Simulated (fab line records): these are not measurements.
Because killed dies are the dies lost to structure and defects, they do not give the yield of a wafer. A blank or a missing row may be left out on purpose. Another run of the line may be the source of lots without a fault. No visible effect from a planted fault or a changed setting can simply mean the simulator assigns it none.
Which tool was responsible? -- flow n5 finfet -- Sampling: 10 lots, 30 wafers, 7 of 1938 route steps

== WHAT THE GAUGES SHOWED, per wafer ==
N5_BEOL_M12_INSPECT_55: inspects for defects (darkfield).
lot,measured,on,raw defect count
L475,day 12 04:08,defect inspect-02,84 64 92
L476,day 12 05:43,defect inspect-02,44 64 127
L479,day 13 06:11,defect inspect-01,35 34 29
L478,day 13 06:50,defect inspect-01,81 102 69
L484,day 13 13:29,defect inspect-01,55 56 46
L480,day 13 15:34,defect inspect-01,41 57 50
L487,day 14 05:54,defect inspect-01,47 40 309
L488,day 15 06:15,defect inspect-02,340 118 123
L495,day 17 15:14,defect inspect-01,70 64 78
L496,day 17 17:58,defect inspect-01,90 37 64

N5_BEOL_M13_INSPECT_12: inspects for defects (macro).
lot,measured,on,raw defect count
L475,day 12 04:41,defect inspect-01,0 2 3
L476,day 12 06:19,defect inspect-02,4 3 3
L479,day 13 06:44,defect inspect-02,1 4 1
L478,day 13 07:23,defect inspect-01,0 6 1
L484,day 13 14:10,defect inspect-02,1 2 1
L480,day 13 16:06,defect inspect-02,1 4 0
L487,day 14 06:34,defect inspect-01,2 1 258
L488,day 15 06:47,defect inspect-01,277 3 1
L495,day 17 15:47,defect inspect-02,1 0 3
L496,day 17 18:31,defect inspect-01,1 1 2

N5_BEOL_M13_INSPECT_30: inspects for defects (macro).
lot,measured,on,raw defect count
L475,day 12 05:49,defect inspect-02,3 2 1
L476,day 12 07:17,defect inspect-02,6 3 2
L479,day 13 07:48,defect inspect-02,3 3 1
L478,day 13 08:20,defect inspect-02,4 1 1
L484,day 13 15:07,defect inspect-01,0 4 0
L480,day 13 17:03,defect inspect-01,2 2 1
L487,day 14 07:31,defect inspect-02,1 1 254
L488,day 15 07:44,defect inspect-01,273 2 2
L495,day 17 16:44,defect inspect-02,0 3 4
L496,day 17 19:35,defect inspect-01,3 2 1

== WHICH TOOL RAN EACH LOT (tool, then ch and the chambers of the sampled wafers, then the start) ==
lot,N5_BEOL_M12_SPUTTER_43,N5_BEOL_M12_SPUTTER_45,N5_BEOL_M12_PRE_CLEAN_52,N5_BEOL_M13_ILD_DEP_00
L475,"pvd sputter-03, day 12 02:53","pvd sputter-03, day 12 03:03","pecvd-03 ch 0,2, day 12 04:00","pecvd-01 ch 0,1, day 12 04:10"
L476,"pvd sputter-03, day 12 03:49","pvd sputter-03, day 12 03:58","pecvd-01 ch 0,2, day 12 05:35","pecvd-02 ch 0,1, day 12 05:45"
L479,"pvd sputter-01, day 13 05:01","pvd sputter-01, day 13 05:11","pecvd-03 ch 1,2, day 13 06:04","pecvd-04 ch 0,1,2, day 13 06:13"
L478,"pvd sputter-01, day 13 05:25","pvd sputter-01, day 13 05:35","pecvd-03 ch 0,1, day 13 06:44","pecvd-04 ch 0,1,2, day 13 06:53"
L484,"pvd sputter-03, day 13 12:19","pvd sputter-03, day 13 12:29","pecvd-03 ch 0,1, day 13 13:22","pecvd-04 ch 0,2, day 13 13:31"
L480,"pvd sputter-01, day 13 14:23","pvd sputter-01, day 13 14:33","pecvd-03 ch 0,1, day 13 15:26","pecvd-04 ch 1,2, day 13 15:35"
L487,"pvd sputter-03, day 14 04:44","pvd sputter-03, day 14 04:54","pecvd-03 ch 0,1,2, day 14 05:47","pecvd-04 ch 1,2, day 14 05:56"
L488,"pvd sputter-01, day 15 05:05","pvd sputter-01, day 15 05:14","pecvd-03 ch 0,1,2, day 15 06:09","pecvd-04 ch 0,1,2, day 15 06:20"
L495,"pvd sputter-01, day 17 14:04","pvd sputter-01, day 17 14:13","pecvd-01 ch 0,1, day 17 15:07","pecvd-01 ch 0,1, day 17 15:17"
L496,"pvd sputter-03, day 17 16:34","pvd sputter-03, day 17 16:43","pecvd-02 ch 0,1,2, day 17 17:51","pecvd-02 ch 0,1,2, day 17 18:00"
- N5_BEOL_M12_SPUTTER_43: material TaN, target thk 15 nm, time 24.19 s.
- N5_BEOL_M12_SPUTTER_45: material Cu, target thk 80 nm, time 13.33 s.
- N5_BEOL_M12_PRE_CLEAN_52: time 15 s.
- N5_BEOL_M13_ILD_DEP_00: deposits SiOC from DEMS/O2, target thk 837.92 nm, time 166.4 s.

== AS READ BY THE TOOLS THEMSELVES (means over the sampled wafers that have a number; for cases with no such wafer, the mark the record gives instead) ==
N5_BEOL_M12_SPUTTER_43.
lot,tool,cathode dc power W (W),throttle valve pct (%)
L475,pvd sputter-03,15000,30.4
L476,pvd sputter-03,15001,30.2
L479,pvd sputter-01,15001,30.9
L478,pvd sputter-01,15001,31.1
L484,pvd sputter-03,14998,30.2
L480,pvd sputter-01,15000,30.4
L487,pvd sputter-03,15000,30.4
L488,pvd sputter-01,14998,30.6
L495,pvd sputter-01,15000,30.5
L496,pvd sputter-03,14999,29.8

N5_BEOL_M12_SPUTTER_45.
lot,tool,cathode dc power W (W),throttle valve pct (%)
L475,pvd sputter-03,26000,30.4
L476,pvd sputter-03,26001,30.2
L479,pvd sputter-01,26001,30.9
L478,pvd sputter-01,26000,30.8
L484,pvd sputter-03,25999,30.2
L480,pvd sputter-01,25998,30.1
L487,pvd sputter-03,26002,30.4
L488,pvd sputter-01,26002,30.5
L495,pvd sputter-01,26001,30.5
L496,pvd sputter-03,25996,29.9

N5_BEOL_M13_ILD_DEP_00.
lot,tool,heater power outer w (W),heater power w (W),showerhead plenum p Torr (Torr),showerhead vpp V (V),throttle valve pct (%)
L475,pecvd-01,301,569,5.676,1330,11.6
L476,pecvd-02,291,504,5.701,1413,11.9
L479,pecvd-04,307,575,5.695,1399,12.2
L478,pecvd-04,331,617,5.703,1397,12.5
L484,pecvd-04,340,597,5.691,1375,11.7
L480,pecvd-04,291,590,5.699,1402,12.7
L487,pecvd-04,316,592,5.697,1393,12.0
L488,pecvd-04,338,611,5.699,1404,12.4
L495,pecvd-01,272,537,5.690,1357,12.1
L496,pecvd-02,255,467,5.696,1438,11.7

== THE ANSWER, worked out from the rows above alone ==
Rule: the lots themselves supply what counts as usual. The widest of any qualifying gaps counts: lots, ordered by their means at a reading, are off when they make up no more than a third of the lots, leave a main group of 4 or more, and stand apart from it by 3 or more times the standard deviation of that group's means. A main group whose means are all the same, to the digits that the tables above print for the reading, isn't used. A lot without any number at a reading at which 4 lots or more have one is off too. Any other lot the step has rows for is counted as sound. After the gauges, taken in route order, come the tools' own readings; for these a lot's mean is taken, as printed above. The first step at which some lot is off is used, and at that step the reading that is off furthest; a lot without a number counts as furthest.
Off: L487, L488 (N5_BEOL_M13_INSPECT_12, raw defect count). The main group: mean 1.9, standard deviation 0.64.
A tool fits if, at a process step before that reading, it ran every lot that is off, and no sound lot after the first of them. The gauges at N5_BEOL_M13_INSPECT_12 are tried like those tools. 2 tools fit, pecvd-03 at N5_BEOL_M12_PRE_CLEAN_52 and pecvd-04 at N5_BEOL_M13_ILD_DEP_00, so this cannot tell which one it is.

== WHAT THE SIMULATOR HAD PUT IN ==
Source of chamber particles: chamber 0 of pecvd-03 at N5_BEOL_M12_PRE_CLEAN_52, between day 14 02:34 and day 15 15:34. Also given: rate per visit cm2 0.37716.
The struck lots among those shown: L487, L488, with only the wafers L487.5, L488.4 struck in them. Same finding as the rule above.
